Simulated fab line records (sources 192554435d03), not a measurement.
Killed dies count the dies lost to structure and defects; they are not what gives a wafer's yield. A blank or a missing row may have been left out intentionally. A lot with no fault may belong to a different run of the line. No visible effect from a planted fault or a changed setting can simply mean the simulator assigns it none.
The tool behind it: which one? ; flow n5_finfet ; 60 wafers from 20 lots sampled at 2 of the route's 1938 steps

## WHAT THE GAUGES READ, wafer by wafer
N5_GATE_CUT_INSPECT_15: inspects for defects (brightfield).
lot;measured;on;raw_defect_count
L074;day 4 15:46;defect_inspect-02;115 157 143
L075;day 4 22:22;defect_inspect-01;144 218 180
L076;day 5 07:53;defect_inspect-01;109 152 151
L077;day 5 13:48;defect_inspect-01;90 129 86
L078;day 5 17:11;defect_inspect-02;190 90 113
L079;day 5 18:30;defect_inspect-02;150 141 274
L081;day 6 04:07;defect_inspect-02;105 122 103
L082;day 6 09:38;defect_inspect-01;122 105 101
L084;day 7 02:55;defect_inspect-02;130 176 59
L086;day 7 15:35;defect_inspect-01;66 108 81
L087;day 7 19:05;defect_inspect-01;95 118 100
L088;day 8 01:31;defect_inspect-02;166 124 177
L089;day 8 07:03;defect_inspect-02;123 137 193
L090;day 8 10:04;defect_inspect-01;141 184 120
L091;day 8 15:56;defect_inspect-02;108 149 101
L092;day 8 23:59;defect_inspect-02;156 102 140
L094;day 9 12:58;defect_inspect-01;84 134 76
L095;day 9 19:44;defect_inspect-02;108 154 225
L096;day 9 23:52;defect_inspect-01;130 178 218
L097;day 10 06:13;defect_inspect-01;172 101 136

## EACH LOT AND THE TOOL THAT RAN IT (in order: tool; ch and the chambers of the sampled wafers; start)
lot;N5_HKMG_FIN_DESCUM_17
L074;rie_diel-06 ch 0,2,3, day 4 07:43
L075;rie_diel-02 ch 1,2,3, day 4 14:08
L076;rie_diel-06 ch 0,2,3, day 4 22:31
L077;rie_diel-06 ch 0,1,2, day 5 05:32
L078;rie_diel-06 ch 0,2,3, day 5 08:53
L079;rie_diel-02 ch 0,1,3, day 5 10:19
L081;rie_diel-02 ch 1,2, day 5 19:59
L082;rie_diel-02 ch 2,3, day 6 01:26
L084;rie_diel-06 ch 0,2,3, day 6 17:47
L086;rie_diel-02 ch 1,2,3, day 7 07:24
L087;rie_diel-02 ch 0,2,3, day 7 10:50
L088;rie_diel-06 ch 0,1, day 7 16:59
L089;rie_diel-02 ch 0,2,3, day 7 22:03
L090;rie_diel-02 ch 2,3, day 8 01:43
L091;rie_diel-05 ch 0,2,3, day 8 07:38
L092;rie_diel-05 ch 0,1, day 8 15:40
L094;rie_diel-06 ch 0,2, day 9 04:48
L095;rie_diel-02 ch 1,2,3, day 9 11:20
L096;rie_diel-02 ch 2,3, day 9 15:33
L097;rie_diel-05 ch 0,1,2, day 9 21:52
- N5_HKMG_FIN_DESCUM_17: chemistry O2, time 7.9 s.

## AS READ BY THE TOOLS THEMSELVES (means over the sampled wafers that have a number; for cases with no such wafer, the mark the record gives instead)
N5_HKMG_FIN_DESCUM_17.
lot;tool;drypump_motor_current_A (A);oes_product_au (a.u.);rf_vpp_V (V);showerhead_plenum_p_Torr (Torr);throttle_valve_pct (%)
L074;rie_diel-06;5.1;0.83;243.2;2.12;20.3
L075;rie_diel-02;5.4;0.74;244.2;2.16;20.7
L076;rie_diel-06;5.2;0.82;243.9;2.12;20.3
L077;rie_diel-06;5.7;0.77;244.0;2.15;20.3
L078;rie_diel-06;5.2;0.81;244.5;2.12;20.3
L079;rie_diel-02;5.7;0.74;243.6;2.16;20.8
L081;rie_diel-02;5.3;0.74;243.7;2.16;20.7
L082;rie_diel-02;5.2;0.70;244.8;2.18;20.7
L084;rie_diel-06;5.2;0.79;244.3;2.12;20.3
L086;rie_diel-02;5.4;0.71;243.8;2.15;20.7
L087;rie_diel-02;5.5;0.69;244.2;2.17;20.8
L088;rie_diel-06;6.1;0.83;244.2;2.13;20.1
L089;rie_diel-02;5.5;0.68;244.3;2.17;20.8
L090;rie_diel-02;5.2;0.69;244.2;2.17;20.7
L091;rie_diel-05;5.9;0.79;243.0;2.06;20.3
L092;rie_diel-05;5.4;0.74;242.8;2.05;20.2
L094;rie_diel-06;5.3;0.83;244.8;2.14;20.4
L095;rie_diel-02;5.4;0.81;243.8;2.15;20.7
L096;rie_diel-02;5.2;0.78;244.6;2.17;20.6
L097;rie_diel-05;5.7;0.78;242.7;2.03;20.2

## THE ANSWER, worked out from the rows above alone
Rule: usual is defined by the lots themselves. Put in order of their means at a reading, lots are off if they are a third of the lots or fewer, leave a main group of 4 or more, and stand apart from it by a gap of 3 or more times the standard deviation of the main group's means; of several such gaps the widest counts. A main group is skipped when, at the precision printed for the reading in the tables above, its means are all equal. A lot without any number at a reading at which 4 lots or more have one is off too. Where the step has rows for the other lots, those lots are counted as sound. After the gauges, taken in route order, come the tools' own readings; for these a lot's mean is taken, as printed above. At the first step where some lot is off, the reading lying furthest off is the one used; lots without a number count as furthest.
No lot is off on any of the readings shown, so nothing can be concluded from this.

## WHAT THE SIMULATOR PUT IN
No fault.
